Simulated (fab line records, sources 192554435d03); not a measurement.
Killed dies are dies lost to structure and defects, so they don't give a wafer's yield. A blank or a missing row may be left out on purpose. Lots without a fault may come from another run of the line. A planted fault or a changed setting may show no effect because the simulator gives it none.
fab line records | flow n5_finfet | part 1 of 2: steps 1 to 29 of 37
record lots=5 wafers=15 last_day=19
route steps=1938 shown SD_EPI_P@323 SD_ACTIVATION@330 ILD0@335 SDB@347
lots that met no fault: from a run of the same line without faults
start_h: hours from the record's first day to the start of the lot's first wafer shown | wait_h: hours since the lot's step before | " the same as in the row above | L1.1+2: a row that stands for several wafers | - no value, or no start given | * or withheld: withheld | < > ~ a bound
route shown NAME@n: a module of which the file shows steps, and the number in the route of the first | usual: mean/standard deviation of fault-free wafers | same: alike in all rows | chamber/n: place in a boat | sites: the reading at each site | _std_site: their standard deviation | _edge_site: outer sites' mean less inner sites' | radius_mm: how far each site lies from the wafer's centre | mask NAME#n: copy n | behind: the tool/chamber that last shaped the wafer | hold: why the lot was held/for how many hours/how that ended | device: the transistor (n, p or np) that didn't switch | end of line: the same wafers' tests at the end of the route | a step without rows: its recipe alone | killed: dies lost to structure and defects at the first sort, not the wafer's yield | map: a wafer's dies, x killed, . not, _ none there
set.NAME: the setting as run; set.NAME@STEP: as run at that earlier step | model.NAME: the simulator's own value behind a step, which no gauge read
lots at some steps of the route; a table a step, a row a wafer
services: from which hour (start_h, from the record's first day; less than 0 if before it) a tool's chamber was out of use, for how many hours, and why
## steps
# step N5_SD_EPI_P_HM_STRIP_48
# recipe chemistry=H3PO4 temp_c=160 material=SiNx target=SiNx target_depth_a=30 overetch_fraction=0.3
# columns lot.wafer tool chamber start_h wait_h
L074.1+4+5 wet_bench-06 1,5,6 57.23 0.0
L079.1+2+5 wet_bench-06 2,5,0 88.50 0.0
L081.1+3+6 wet_bench-04 4,2,1 101.64 0.0
L087.4+5+6 wet_bench-05 3,2,6 133.57 0.0
L097.4+5+6 wet_bench-04 2,3,4 208.19 0.0
# step N5_SD_EPI_P_SRD_49
# recipe dry=ipa_marangoni time_s=30 temp_c=23 rinse_liquid=diw
# columns lot.wafer tool chamber start_h wait_h
L074.1+4+5 wet_bench-06 1,5,6 57.28 0.0
L079.1+2+5 wet_bench-06 2,5,0 88.55 0.0
L081.1+3+6 wet_bench-04 4,2,1 101.69 0.0
L087.4+5+6 wet_bench-05 3,2,6 133.62 0.0
L097.4+5+6 wet_bench-04 2,3,4 208.25 0.0
# step N5_SD_EPI_P_PRECLEAN_24
# recipe chemistry=O3/DIW time_s=45 temp_c=22 o3_ppm=10
# columns lot.wafer tool chamber start_h wait_h
L074.1+4+5 wet_bench-06 1,5,6 57.30 0.0
L079.1+2+5 wet_bench-06 2,5,0 88.57 0.0
L081.1+3+6 wet_bench-04 4,2,1 101.71 0.0
L087.4+5+6 wet_bench-05 3,2,6 133.64 0.0
L097.4+5+6 wet_bench-04 2,3,4 208.27 0.0
# step N5_SD_EPI_P_PRECLEAN_32
# recipe chemistry=dHF time_s=10 dilution=500:1 temp_c=25
# columns lot.wafer tool chamber start_h wait_h
L074.1+4+5 wet_bench-06 1,5,6 57.32 0.0
L079.1+2+5 wet_bench-06 2,5,0 88.58 0.0
L081.1+3+6 wet_bench-04 4,2,1 101.72 0.0
L087.4+5+6 wet_bench-05 3,2,6 133.65 0.0
L097.4+5+6 wet_bench-04 2,3,4 208.28 0.0
# step N5_SD_EPI_P_PRECLEAN_33
# recipe chemistry=SC2 time_s=45 temp_c=35 mix=1:1:50
# columns lot.wafer tool chamber start_h wait_h
L074.1+4+5 wet_bench-06 1,5,6 57.32 0.0
L079.1+2+5 wet_bench-06 2,5,0 88.58 0.0
L081.1+3+6 wet_bench-04 4,2,1 101.73 0.0
L087.4+5+6 wet_bench-05 3,2,6 133.65 0.0
L097.4+5+6 wet_bench-04 2,3,4 208.29 0.0
# step N5_SD_EPI_P_SRD_25
# recipe time_s=30 temp_c=23 rinse_liquid=diw dry=ipa_marangoni
# columns lot.wafer tool chamber start_h wait_h
L074.1+4+5 wet_bench-06 1,5,6 57.33 0.0
L079.1+2+5 wet_bench-06 2,5,0 88.60 0.0
L081.1+3+6 wet_bench-04 4,2,1 101.74 0.0
L087.4+5+6 wet_bench-05 3,2,6 133.67 0.0
L097.4+5+6 wet_bench-04 2,3,4 208.30 0.0
# step N5_SD_EPI_P_INSPECT_26
# recipe inspect_instrument=darkfield mode=post_epi
# usual raw_defect_count=178/41
# columns lot.wafer tool chamber start_h wait_h raw_defect_count
L074.1 defect_inspect-01 - 57.37 0.0 146
L074.4 " - " " 144
L074.5 " - " " 146
L079.1 defect_inspect-02 - 88.64 0.0 141
L079.2 " - " " 180
L079.5 " - " " 108
L081.1 defect_inspect-02 - 101.78 0.0 201
L081.3 " - " " 169
L081.6 " - " " 196
L087.4 defect_inspect-02 - 133.71 0.0 202
L087.5 " - " " 137
L087.6 " - " " 227
L097.4 defect_inspect-01 - 208.34 0.0 116
L097.5 " - " " 133
L097.6 " - " " 153
# step N5_SD_ACTIVATION_RTA_00
# recipe temp_c=975 time_s=0 ambient=N2 idle_temp_c=600 ramp_up_c_per_s=150 ramp_down_c_per_s=60 cool_to_c=600
# usual lamp_power_pct=8.95/0.055 lamp_zone_2_pct=8.946/0.028 wafer_temp_C_max=975.1/1.9
# columns lot.wafer tool chamber start_h wait_h lamp_power_pct lamp_zone_2_pct wafer_temp_C_max
L074.1 rtp_anneal-02 0 57.54 0.2 8.92 8.954 974.7
L074.4 " 0 " " 8.98 8.950 973.2
L074.5 " 0 " " 8.89 8.960 974.5
L079.1 rtp_anneal-01 0 88.69 0.1 8.94 8.913 976.2
L079.2 " 0 " " 8.92 8.933 978.2
L079.5 " 0 " " 8.90 8.924 975.5
L081.1 rtp_anneal-02 0 101.85 0.1 9.03 8.962 977.3
L081.3 " 0 " " 8.97 8.977 976.7
L081.6 " 0 " " 8.89 8.979 972.3
L087.4 rtp_anneal-02 0 133.83 0.1 9.02 8.953 978.9
L087.5 " 0 " " 8.98 8.960 972.4
L087.6 " 0 " " 8.85 8.955 977.3
L097.4 rtp_anneal-01 0 208.46 0.1 8.95 8.937 974.1
L097.5 " 0 " " 8.91 8.941 975.1
L097.6 " 0 " " 8.97 8.924 974.2
# step N5_SD_ACTIVATION_LSA_01
# recipe temp_c=1080 time_s=0.0008 ambient=N2
# usual wafer_temp_C_max=1086.1/1.2
# columns lot.wafer tool chamber start_h wait_h wafer_temp_C_max
L074.1 laser_anneal-02 0 57.74 0.2 1086.3
L074.4 " 0 " " 1085.2
L074.5 " 0 " " 1085.5
L079.1 laser_anneal-01 0 88.89 0.2 1085.8
L079.2 " 0 " " 1085.3
L079.5 " 0 " " 1083.9
L081.1 laser_anneal-01 0 102.07 0.2 1084.3
L081.3 " 0 " " 1086.6
L081.6 " 0 " " 1087.6
L087.4 laser_anneal-01 0 134.03 0.2 1087.2
L087.5 " 0 " " 1086.5
L087.6 " 0 " " 1083.9
L097.4 laser_anneal-01 0 208.66 0.2 1086.2
L097.5 " 0 " " 1085.5
L097.6 " 0 " " 1088.7
# step N5_SD_ACTIVATION_RS_MEAS_03
# recipe thk_meas_gauge=four-point-probe
# usual RS_SD_N=21.8/0.31 RS_SD_P=55.9/0.76
# columns lot.wafer tool chamber start_h wait_h RS_SD_N[ohm/sq] RS_SD_P[ohm/sq]
L074.1 film_metro-01 - 57.95 0.2 21.9 56.1
L074.4 " - " " 21.8 56.6
L074.5 " - " " 21.9 56.7
L079.1 film_metro-02 - 89.10 0.2 21.8 56.3
L079.2 " - " " 21.5 55.7
L079.5 " - " " 21.4 55.0
L081.1 film_metro-02 - 102.27 0.2 21.6 55.4
L081.3 " - " " 21.4 55.5
L081.6 " - " " 21.3 55.6
L087.4 film_metro-02 - 134.20 0.1 22.3 56.8
L087.5 " - " " 22.5 56.2
L087.6 " - " " 22.1 56.6
L097.4 film_metro-01 - 208.83 0.1 22.0 55.9
L097.5 " - " " 22.2 55.8
L097.6 " - " " 22.1 56.3
# step N5_SD_ACTIVATION_INSPECT_02
# recipe inspect_instrument=darkfield mode=post_anneal
# usual raw_defect_count=178/40
# columns lot.wafer tool chamber start_h wait_h raw_defect_count
L074.1 defect_inspect-01 - 58.27 0.2 148
L074.4 " - " " 140
L074.5 " - " " 146
L079.1 defect_inspect-01 - 89.43 0.2 150
L079.2 " - " " 166
L079.5 " - " " 102
L081.1 defect_inspect-02 - 102.59 0.2 206
L081.3 " - " " 147
L081.6 " - " " 203
L087.4 defect_inspect-02 - 134.47 0.1 209
L087.5 " - " " 139
L087.6 " - " " 233
L097.4 defect_inspect-02 - 209.10 0.1 142
L097.5 " - " " 148
L097.6 " - " " 162
# step N5_ILD0_LINER_00
# recipe material=SiNx target_thk_a=40 temp_c=400 ald_precursor_family=SiH2I2 ald_co_reactant=N2/H2-plasma pulse_time_s=1 purge_time_s=2 co_reactant_purge_time_s=2 ald_cycles=80 pressure_torr=2
# usual heater_power_w=871/110 precursor_pulse_height_rel=1.000/0.023
# columns lot.wafer tool chamber start_h wait_h heater_power_w precursor_pulse_height_rel
L074.1 ald_sin-02 0 58.59 0.3 706 0.999
L074.4 " 2 " " 933 1.015
L074.5 " 3 " " 963 0.994
L079.1 ald_sin-04 3 89.84 0.4 783 1.024
L079.2 " 0 " " 732 0.979
L079.5 " 2 " " 1004 0.987
L081.1 ald_sin-02 2 102.63 0.0 963 1.025
L081.3 " 1 " " 1018 0.990
L081.6 " 0 " " 738 0.995
L087.4 ald_sin-02 1 134.76 0.3 1030 1.003
L087.5 " 2 " " 947 0.997
L087.6 " 1 " " 1017 1.046
L097.4 ald_sin-02 2 209.26 0.2 954 1.022
L097.5 " 3 " " 921 1.008
L097.6 " 2 " " 925 0.981
# step N5_ILD0_FCVD_FILL_01
# recipe material=SiO2_flowable target_thk_a=2000 temp_c=100 pressure_torr=0.8 rf_w=2000 time_s=328.3
# columns lot.wafer tool chamber start_h wait_h
L074.1+4+5 fcvd-01 0,1,1 59.01 0.2
L079.1+2+5 fcvd-02 1,0,1 90.27 0.2
L081.1+3+6 fcvd-01 1,0,0 103.04 0.2
L087.4+5+6 fcvd-01 1,1,0 159.48 24.5
L097.4+5+6 fcvd-02 1,0,1 209.79 0.3
# step N5_ILD0_CURE_02
# recipe temp_c=450 time_s=1800 ambient=steam idle_temp_c=400 ramp_up_c_per_min=5 ramp_down_c_per_min=3 densification_p_h2o_torr=640
# columns lot.wafer tool chamber start_h wait_h
L074.1+4+5 furnace-03 0 59.40 0.3
L079.1+2+5 furnace-01 0 90.66 0.3
L081.1+3+6 furnace-01 0 103.44 0.3
L087.4+5+6 furnace-01 0 159.77 0.2
L097.4+5+6 furnace-02 0 210.07 0.2
# step N5_ILD0_CMP_03
# recipe stop_on=SiNx t_overpolish_s=1.9 post_cmp_clean=alkaline_brush down_force_psi=4.1491 platen_rpm=51.796 pad_velocity_m_s=1.0306 target_thk_nm=197.38
# usual motor_current_A=12.8/1.1 overpolish_run_s=1.901/0.0093 retaining_ring_pressure_frac=1.000/0.0049 time_to_endpoint_s=70/4
# columns lot.wafer tool chamber start_h wait_h motor_current_A overpolish_run_s retaining_ring_pressure_frac time_to_endpoint_s
L074.4 cmp-04 3 60.96 0.0 13.9 1.901 0.995 70
L074.1 " 1 " " 13.8 1.909 1.003 69
L074.5 " 0 " " 12.5 1.900 1.000 67
L079.2 cmp-03 0 92.31 0.1 12.0 1.883 1.003 70
L079.1 " 1 " " 14.3 1.903 1.000 67
L079.5 " 2 " " 11.4 1.906 1.000 69
L081.1 cmp-03 2 104.99 0.0 11.8 1.889 0.998 74
L081.3 " 0 " " 13.0 1.906 0.997 72
L081.6 " 2 " " 11.9 1.913 1.002 73
L087.4 cmp-04 1 161.36 0.1 13.7 1.915 0.993 67
L087.5 " 0 " " 11.6 1.903 0.996 66
L087.6 " 1 " " 13.8 1.900 1.001 70
L097.4 cmp-02 2 211.62 0.0 12.6 1.907 0.990 77
L097.5 " 2 " " 12.8 1.906 1.002 76
L097.6 " 3 " " 11.5 1.913 0.999 78
# step N5_ILD0_THK_MEAS_04
# usual thk_nm=197.4/0.98
# columns lot.wafer tool chamber start_h wait_h thk_nm
L074.1 film_metro-01 - 61.25 - 196.8
L074.4 " - " " 197.7
L074.5 " - " " 197.3
L079.1 film_metro-02 - 92.53 - 197.4
L079.2 " - " " 197.1
L079.5 " - " " 196.5
L081.1 film_metro-01 - 105.29 - 198.4
L081.3 " - " " 198.2
L081.6 " - " " 197.7
L087.4 film_metro-02 - 161.62 - 194.7
L087.5 " - " " 198.0
L087.6 " - " " 196.2
L097.4 film_metro-02 - 211.92 - 197.3
L097.5 " - " " 196.9
L097.6 " - " " 197.1
# step N5_ILD0_CMP_07
# recipe stop_on=poly-Si material=SiO2_flowable t_overpolish_s=1.18 post_cmp_clean=alkaline_brush down_force_psi=4.1491 platen_rpm=51.796 pad_velocity_m_s=1.0306 target_thk_nm=138.88
# usual motor_current_A=12.5/1 retaining_ring_pressure_frac=0.999/0.0049
# columns lot.wafer tool chamber start_h wait_h motor_current_A retaining_ring_pressure_frac
L074.4 cmp-03 0 61.28 0.0 12.0 0.987
L074.1 " 1 " " 13.8 1.000
L074.5 " 0 " " 12.2 0.993
L079.1 cmp-02 2 92.56 0.0 13.0 0.992
L079.2 " 3 " " 12.3 0.997
L079.5 " 2 " " 12.9 0.997
L081.3 cmp-02 1 105.32 0.0 11.0 1.001
L081.1 " 2 " " 12.0 0.995
L081.6 " 1 " " 10.4 1.003
L087.4 cmp-02 0 161.75 0.1 13.7 1.001
L087.5 " 2 " " 12.2 0.999
L087.6 " 3 " " 11.4 0.994
L097.4 cmp-04 2 212.02 0.1 14.4 0.995
L097.6 " 0 " " 11.8 0.997
L097.5 " 1 " " 13.5 0.994
# step N5_ILD0_THK_MEAS_08
# usual thk_nm=138.9/0.94
# columns lot.wafer tool chamber start_h wait_h thk_nm
L074.1 film_metro-02 - 61.57 - 137.9
L074.4 " - " " 139.8
L074.5 " - " " 139.2
L079.1 film_metro-01 - 92.85 - 138.6
L079.2 " - " " 140.0
L079.5 " - " " 137.9
L081.1 film_metro-02 - 105.61 - 138.5
L081.3 " - " " 137.8
L081.6 " - " " 137.6
L087.4 film_metro-02 - 161.97 - 139.5
L087.5 " - " " 140.0
L087.6 " - " " 141.0
L097.4 film_metro-01 - 212.24 - 139.2
L097.5 " - " " 138.3
L097.6 " - " " 139.1
# step N5_ILD0_PRECLEAN_10
# recipe chemistry=NF3:NH3 afs_cycles=5 time_s=20 temp_c=30 sublimation_temp_c=180 sublimation_time_s=60 pressure_torr=3 rf_power_w=30
# columns lot.wafer tool chamber start_h wait_h
L074.1+4+5 remote_plasma-02 0 61.61 0.0
L079.1+2+5 remote_plasma-01 1 92.89 0.0
L081.1+3+6 remote_plasma-02 0 105.65 0.0
L087.4+5+6 remote_plasma-01 0 162.34 0.4
L097.4+5+6 remote_plasma-01 0 212.61 0.4
# step N5_ILD0_ALD_15
# recipe material=SiNx target_thk_a=240 temp_c=400 ald_precursor_family=SiH2I2 ald_co_reactant=N2/H2-plasma pulse_time_s=1 ald_cycles=480 purge_time_s=2 co_reactant_purge_time_s=2 pressure_torr=2
# usual heater_power_w=886/110 precursor_pulse_height_rel=1.003/0.021
# columns lot.wafer tool chamber start_h wait_h heater_power_w precursor_pulse_height_rel
L074.1 ald_sin-02 2 62.29 0.6 936 1.015
L074.4 " 2 63.38 1.3 923 1.008
L074.5 " 1 " " 1052 0.990
L079.1 ald_sin-04 1 93.57 0.6 847 1.024
L079.2 " 2 " " 1070 1.023
L079.5 " 3 94.65 1.2 797 0.993
L081.1 ald_sin-01 0 106.33 0.6 843 1.027
L081.3 " 1 " " 841 0.961
L081.6 " 1 107.41 1.1 856 0.968
L087.4 ald_sin-04 2 162.69 0.2 1069 1.008
L087.5 " 2 163.78 1.2 1063 1.037
L087.6 " 1 " " 845 0.990
L097.4 ald_sin-02 1 212.96 0.2 997 1.006
L097.5 " 2 214.05 1.2 958 0.988
L097.6 " 1 " " 995 1.029
# step N5_ILD0_CMP_12
# recipe stop_on=poly-Si material=SiNx t_overpolish_s=6 post_cmp_clean=alkaline_brush down_force_psi=2.5 platen_rpm=51.8 pad_velocity_m_s=1.0307 target_thk_nm=17.67
# usual motor_current_A=9.2/0.86 overpolish_run_s=6.001/0.0098 retaining_ring_pressure_frac=1.000/0.0043 time_to_endpoint_s=29.1/2.1
# columns lot.wafer tool chamber start_h wait_h motor_current_A overpolish_run_s retaining_ring_pressure_frac time_to_endpoint_s
L074.4 cmp-02 0 64.53 0.1 9.8 6.001 1.005 28.1
L074.1 " 1 " " 7.7 6.022 1.004 26.5
L074.5 " 3 " " 8.8 6.001 1.002 31.2
L079.2 cmp-04 3 95.81 1.2 10.0 6.014 1.007 26.2
L079.1 " 1 " " 10.0 6.006 0.997 28.0
L079.5 " 2 " " 10.4 5.999 1.001 27.3
L081.3 cmp-02 1 108.53 1.1 8.0 5.995 1.001 27.9
L081.1 " 3 " " 8.9 5.996 0.998 29.5
L081.6 " 1 " " 8.1 5.997 0.995 25.0
L087.4 cmp-03 1 164.89 1.1 10.4 5.999 1.008 29.1
L087.6 " 1 " " 10.0 5.979 1.007 28.5
L087.5 " 2 " " 8.3 5.995 0.994 25.9
L097.4 cmp-02 0 215.27 1.2 9.8 6.006 1.001 27.1
L097.5 " 1 " " 8.1 6.000 1.006 29.2
L097.6 " 2 " " 9.4 6.009 1.002 29.2
# step N5_ILD0_THK_MEAS_13
# usual thk_nm=17.7/1
# columns lot.wafer tool chamber start_h wait_h thk_nm
L074.1 film_metro-02 - 64.79 - 18.2
L074.4 " - " " 18.7
L074.5 " - " " 19.9
L079.1 film_metro-01 - 96.06 - 17.0
L079.2 " - " " 16.7
L079.5 " - " " 17.5
L081.1 film_metro-02 - 108.82 - 18.6
L081.3 " - " " 16.2
L081.6 " - " " 18.0
L087.4 film_metro-01 - 165.19 - 18.8
L087.5 " - " " 17.9
L087.6 " - " " 16.7
L097.4 film_metro-01 - 215.46 - 16.8
L097.5 " - " " 15.9
L097.6 " - " " 17.6
# step N5_ILD0_INSPECT_06
# recipe inspect_instrument=darkfield mode=post_cmp
# usual raw_defect_count=33/13
# columns lot.wafer tool chamber start_h wait_h raw_defect_count
L074.1 defect_inspect-01 - 64.81 0.0 15
L074.4 " - " " 25
L074.5 " - " " 40
L079.1 defect_inspect-02 - 96.09 0.0 38
L079.2 " - " " 23
L079.5 " - " " 22
L081.1 defect_inspect-01 - 108.85 0.0 27
L081.3 " - " " 42
L081.6 " - " " 34
L087.4 defect_inspect-02 - 165.21 0.0 42
L087.5 " - " " 33
L087.6 " - " " 52
L097.4 defect_inspect-02 - 215.48 0.0 36
L097.5 " - " " 34
L097.6 " - " " 30
# step N5_SDB_HM_DEP_00
# recipe material=SiNx target_thk_a=400 temp_c=400 precursor=SiH4/NH3/N2 pressure_torr=1.5 rf_w=300 time_s=35.3
# usual heater_power_w=735/92 showerhead_plenum_p_Torr=5.18/0.035 throttle_valve_pct=39.6/1.4
# columns lot.wafer tool chamber start_h wait_h heater_power_w showerhead_plenum_p_Torr throttle_valve_pct
L074.1 pecvd-03 2 64.85 0.0 787 5.22 40.7
L074.4 " 1 " " 764 5.18 38.9
L074.5 " 2 " " 764 5.23 40.6
L079.1 pecvd-02 0 96.12 0.0 718 5.20 41.7
L079.2 " 2 " " 735 5.15 37.2
L079.5 " 2 " " 731 5.16 37.1
L081.1 pecvd-02 0 108.89 0.0 715 5.20 41.7
L081.3 " 0 " " 701 5.19 41.6
L081.6 " 0 " " 708 5.21 41.7
L087.4 pecvd-02 2 165.27 0.1 694 5.15 37.3
L087.5 " 0 " " 602 5.19 41.8
L087.6 " 1 " " 923 5.17 40.0
L097.4 pecvd-03 2 215.54 0.1 720 5.23 40.4
L097.5 " 0 " " 586 5.19 39.3
L097.6 " 1 " " 781 5.17 38.6
# step N5_SDB_COAT_03
# recipe resist=SOC temp_c=250 time_s=60 spin_rpm=1500 resist_thk_nm=100
# columns lot.wafer tool chamber start_h wait_h
L074.1+4+5 litho_track-01 0 64.93 0.1
L079.1+2+5 litho_track-02 0 96.23 0.1
L081.1+3+6 litho_track-02 0 109.00 0.1
L087.4+5+6 litho_track-04 0 165.34 0.0
L097.4+5+6 litho_track-04 0 215.60 0.0
# step N5_SDB_COAT_04
# recipe resist=SiARC temp_c=220 time_s=60 spin_rpm=1500 resist_thk_nm=18
# columns lot.wafer tool chamber start_h wait_h
L074.1+4+5 litho_track-01 0 - -
L079.1+2+5 litho_track-02 0 - -
L081.1+3+6 litho_track-02 0 - -
L087.4+5+6 litho_track-04 0 - -
L097.4+5+6 litho_track-04 0 - -
# step N5_SDB_COAT_05
# recipe resist=CAR-ArF spin_rpm=1500 resist_thk_nm=90
# columns lot.wafer tool chamber start_h wait_h
L074.1+4+5 litho_track-01 0 - -
L079.1+2+5 litho_track-02 0 - -
L081.1+3+6 litho_track-02 0 - -
L087.4+5+6 litho_track-04 0 - -
L097.4+5+6 litho_track-04 0 - -
# step N5_SDB_EBR_07
# recipe solvent=PGMEA ebr_width_mm=1.5
# columns lot.wafer tool chamber start_h wait_h
L074.1+4+5 litho_track-01 0 - -
L079.1+2+5 litho_track-02 0 - -
L081.1+3+6 litho_track-02 0 - -
L087.4+5+6 litho_track-04 0 - -
L097.4+5+6 litho_track-04 0 - -
# step N5_SDB_SOFTBAKE_06
# recipe temp_c=110 time_s=60 resist=CAR-ArF
# columns lot.wafer tool chamber start_h wait_h
L074.1+4+5 litho_track-01 0 - -
L079.1+2+5 litho_track-02 0 - -
L081.1+3+6 litho_track-02 0 - -
L087.4+5+6 litho_track-04 0 - -
L097.4+5+6 litho_track-04 0 - -
